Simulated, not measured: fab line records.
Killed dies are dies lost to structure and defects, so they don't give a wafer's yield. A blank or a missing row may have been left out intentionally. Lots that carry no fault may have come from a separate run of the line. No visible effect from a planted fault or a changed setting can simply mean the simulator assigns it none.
Problem report, 8D (eight disciplines) form, completed by code ; flow n5_finfet ; the parts of the form that need people (team, actions taken, sign-off) are left out

== 1. THE PROBLEM ==
Mean of spin_speed_rpm at N5_BEOL_M15_COAT_58: 2242.9 rpm across 6 wafers in 2 lots; on wafers with no fault it is 1500.1 rpm (standard deviation 0.88). That is +99 or more standard deviations from the usual mean.
The step: time 60 s, resist thk 89 nm.
Seen first at day 16 03:15 on litho_track-02, wafer L610.3. The record has a number at this step for 18 wafers belonging to 6 lots. Rule for "out" (also "out of limits"): further than 4 standard deviations from the usual mean. Any other wafer with a number is counted as sound.

== 2. WHAT THIS IS AND IS NOT ==
question;is;is not
which readings at this step;spin_speed_rpm;plate_temp_C
which lots;L610, L611;L606, L607, L621, L623
which wafers of those lots;all that have a number;-
read on which tools;litho_track-02;litho_track-01, litho_track-03
when;from day 16 03:15;"up to then (6 sound wafers); but 6 sound wafers of L621, L623 came after"

== 3. SUSPECTS, AND WHAT RULES EACH OUT ==
Counting: a tool stays on the suspect list if, at a process step up to the reading, it processed all lots that are out and no sound lot following the first of them.
- pvd_sputter-02 at N5_BEOL_M14_SPUTTER_44 (material Ta, target thk 15 nm, time 24.19 s): ruled out as a lasting fault. The sound lots L623 went through it after L610, its earliest lot that is out (day 16 01:47).
- pvd_sputter-02 at N5_BEOL_M14_SPUTTER_45 (material Cu, target thk 100 nm, time 16.67 s): ruled out as a lasting fault. The sound lots L623 went through it after L610, its earliest lot that is out (day 16 01:52).
- cmp-01 at N5_BEOL_M14_CMP_49 (polishes, stops on SiO2, t overpolish 5.2 s, target thk 560 nm): kept. It processed each lot that is out, first L610 at day 16 02:31, and no sound lot thereafter; up to then, the last sound lot it processed was L607 at day 14 09:21.
- litho_track-02 at N5_BEOL_M15_COAT_58 (time 60 s, resist thk 89 nm): kept. It processed each lot that is out, first L610 at day 16 03:15, and no sound lot thereafter; up to then, the last sound lot it processed was L606 at day 14 16:04. On those wafers its own readings are out: spin_speed_rpm.
The count leaves litho_track-02 at N5_BEOL_M15_COAT_58 and cmp-01 at N5_BEOL_M14_CMP_49.

== 4. THE CAUSE (what the simulator had put in) ==
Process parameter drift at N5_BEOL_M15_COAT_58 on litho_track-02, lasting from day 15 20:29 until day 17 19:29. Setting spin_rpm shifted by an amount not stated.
After counting, 2 suspects remain, this tool included.

== 5. THE CHAIN OF EFFECTS, in route order ==
Each row: a reading where the mean over the struck wafers with a number is more than 3 standard deviations away from the usual. Only readings whose record carries a usual standard deviation are examined. hours: median over the lots of the time between each lot's start at the first step of this table that gives one and its start at this step. sigmas: the change, counted in usual standard deviations.
hours;step;reading;usual;on struck wafers;change;sigmas
0;N5_BEOL_M15_COAT_58;spin_speed_rpm;1500.1 rpm;2242.9;+742.8;+99 or more
Here are the process steps it includes:
- N5_BEOL_M15_COAT_58: time 60 s, resist thk 89 nm.
At these later measuring or inspecting steps, every struck wafer for which the step has a row has a number for every such reading, and none has moved that far: N5_BEOL_M15_CD_MEAS_10, N5_BEOL_M15_OVL_MEAS_11, N5_BEOL_M15_INSPECT_12.

== 6. HOW IT WOULD HAVE BEEN CAUGHT EARLIER ==
The fault began at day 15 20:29; the first out-of-limits reading in this record came at day 16 03:15, 7 hours later.
